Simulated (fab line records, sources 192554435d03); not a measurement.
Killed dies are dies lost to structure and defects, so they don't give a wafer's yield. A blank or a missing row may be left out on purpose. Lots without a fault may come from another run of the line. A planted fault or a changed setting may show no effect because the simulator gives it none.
Which tool did it? | flow n5_finfet | 12 lots, 36 wafers sampled, at 4 steps of a route of 1938

WHAT THE GAUGES READ, wafer by wafer
N5_BEOL_M12_INSPECT_12: inspects for defects (macro).
lot  | measured     | on                | raw_defect_count
L075 | day 10 13:20 | defect_inspect-01 | 1 4 5
L078 | day 11 00:42 | defect_inspect-01 | 3 3 2
L080 | day 11 10:00 | defect_inspect-01 | 1 3 3
L082 | day 12 11:37 | defect_inspect-02 | 5 2 1
L083 | day 12 18:01 | defect_inspect-01 | 3 3 1
L085 | day 13 03:50 | defect_inspect-01 | 1 1 3
L087 | day 13 17:35 | defect_inspect-02 | 0 0 2
L088 | day 14 05:14 | defect_inspect-02 | 2 0 4
L091 | day 14 14:37 | defect_inspect-02 | 2 3 5
L093 | day 15 09:14 | defect_inspect-02 | 1 2 2
L095 | day 16 02:55 | defect_inspect-02 | 3 2 1
L096 | day 16 09:31 | defect_inspect-02 | 3 1 3

WHICH TOOL RAN EACH LOT (tool, then ch and the chambers of the sampled wafers, then the start)
lot  | N5_BEOL_M10_SURFACE_TREAT_76 | N5_BEOL_M10_DEP_56              | N5_BEOL_M11_HM_DEP_02
L075 | pvd_sputter-01, day 10 01:11 | pecvd-01 ch 1,2, day 10 02:39   | pvd_sputter-01, day 10 04:53
L078 | pvd_sputter-02, day 10 13:49 | pecvd-01 ch 0,2, day 10 15:13   | pvd_sputter-03, day 10 17:11
L080 | pvd_sputter-03, day 10 22:49 | pecvd-01 ch 0,1,2, day 11 00:02 | pvd_sputter-01, day 11 02:09
L082 | pvd_sputter-03, day 12 01:52 | pecvd-01 ch 0,1,2, day 12 02:58 | pvd_sputter-03, day 12 05:22
L083 | pvd_sputter-02, day 12 06:07 | pecvd-04 ch 1,2, day 12 07:19   | pvd_sputter-03, day 12 08:50
L085 | pvd_sputter-02, day 12 18:24 | pecvd-04 ch 0,1,2, day 12 19:28 | pvd_sputter-03, day 12 20:50
L087 | pvd_sputter-01, day 13 06:09 | pecvd-03 ch 0,1, day 13 09:14   | pvd_sputter-01, day 13 10:44
L088 | pvd_sputter-01, day 13 17:41 | pecvd-01 ch 0,1,2, day 13 18:52 | pvd_sputter-03, day 13 21:35
L091 | pvd_sputter-01, day 14 04:06 | pecvd-01 ch 0,1,2, day 14 05:53 | pvd_sputter-03, day 14 09:29
L093 | pvd_sputter-01, day 14 23:13 | pecvd-01 ch 1,2, day 15 00:23   | pvd_sputter-01, day 15 02:10
L095 | pvd_sputter-03, day 15 17:07 | pecvd-04 ch 0,1, day 15 18:13   | pvd_sputter-02, day 15 20:35
L096 | pvd_sputter-02, day 15 21:37 | pecvd-01 ch 0,1,2, day 15 23:04 | pvd_sputter-02, day 16 00:59
- N5_BEOL_M10_SURFACE_TREAT_76
- N5_BEOL_M10_DEP_56: deposits SiCN from 3MS/NH3, target thk 15 nm, time 26.5 s.
- N5_BEOL_M11_HM_DEP_02: deposits TiN, target thk 20 nm.

THE ANSWER, worked out from the rows above alone
Rule: what is usual is taken from the lots themselves. Put in order of their means at a reading, lots are off if they are a third of the lots or fewer, leave a main group of 4 or more, and stand apart from it by a gap of 3 or more times the standard deviation of the main group's means; of several such gaps the widest counts. A main group whose means are all the same, to the digits that the tables above print for the reading, isn't used. A lot without any number at a reading at which 4 lots or more have one is off too. The other lots that the step has rows for count as sound.
No lot is off at any reading shown: from this, nothing can be told.

WHAT THE SIMULATOR HAD PUT IN
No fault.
